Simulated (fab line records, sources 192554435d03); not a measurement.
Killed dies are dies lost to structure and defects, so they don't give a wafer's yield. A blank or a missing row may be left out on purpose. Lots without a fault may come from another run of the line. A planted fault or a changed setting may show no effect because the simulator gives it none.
Chamber matching | flow n5_finfet | N5_BEOL_M15_CMP_49 on cmp-04: 4 sister chambers
The step polishes, stops on SiO2, t overpolish 4.9 s, target thk 850 nm. 8 wafers are shown with their chamber, then 10 later ones without.

WAFERS WITH THEIR CHAMBER
wafer  | chamber | motor_current_A (A) | barrier_field_endpoint_s (s)
L084.4 | 2       | 7.3                 | 11.2
L085.6 | 1       | 6.9                 | 11.2
L086.5 | 0       | 8.1                 | 11.7
L088.1 | 2       | 7.0                 | 10.6
L088.2 | 0       | 8.1                 | 11.3
L088.3 | 3       | 7.9                 | 11.6
L090.1 | 1       | 6.6                 | 11.2
L090.3 | 3       | 7.8                 | 11.7

WAFERS WITHOUT THEIR CHAMBER
wafer  | motor_current_A (A) | barrier_field_endpoint_s (s)
L090.5 | 7.9                 | 11.3
L089.2 | 7.5                 | 11.5
L089.4 | 6.9                 | 11.2
L089.6 | 7.5                 | 11.7
L091.1 | 7.4                 | 10.8
L091.2 | 8.4                 | 11.3
L091.4 | 8.1                 | 11.2
L092.1 | 8.4                 | 11.0
L092.3 | 8.0                 | 10.9
L092.4 | 7.1                 | 10.6

WHICH CHAMBER EACH WENT THROUGH
wafer  | from the rows above          | in truth
L090.5 | can't be placed: 3 or 0      | 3
L089.2 | can't be placed: 3 or 2 or 0 | 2
L089.4 | can't be placed: 1 or 2      | 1
L089.6 | can't be placed: 3 or 2 or 0 | 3
L091.1 | 2                            | 2
L091.2 | can't be placed: 0 or 3      | 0
L091.4 | can't be placed: 0 or 3      | 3
L092.1 | can't be placed: 0 or 3      | 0
L092.3 | can't be placed: 0 or 3      | 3
L092.4 | 2                            | 2
Placed correctly: 2 of 10. Can't be placed from these rows: 8 (the true chamber is among the candidates in 8). Placed wrongly: 0.
How it was worked out, from the rows above alone: a wafer's distance from a chamber is the root of the sum, over the readings, of the square of ((its reading less the chamber's mean) divided by the reading's scatter). The wafer belongs to the nearest chamber; if the next one is less than 2 further off, it can't be placed. A chamber's mean is the mean of its shown wafers. The scatter: the root of (the sum of the squares of (reading less its chamber's mean) over the shown wafers, divided by (wafers less chambers)).
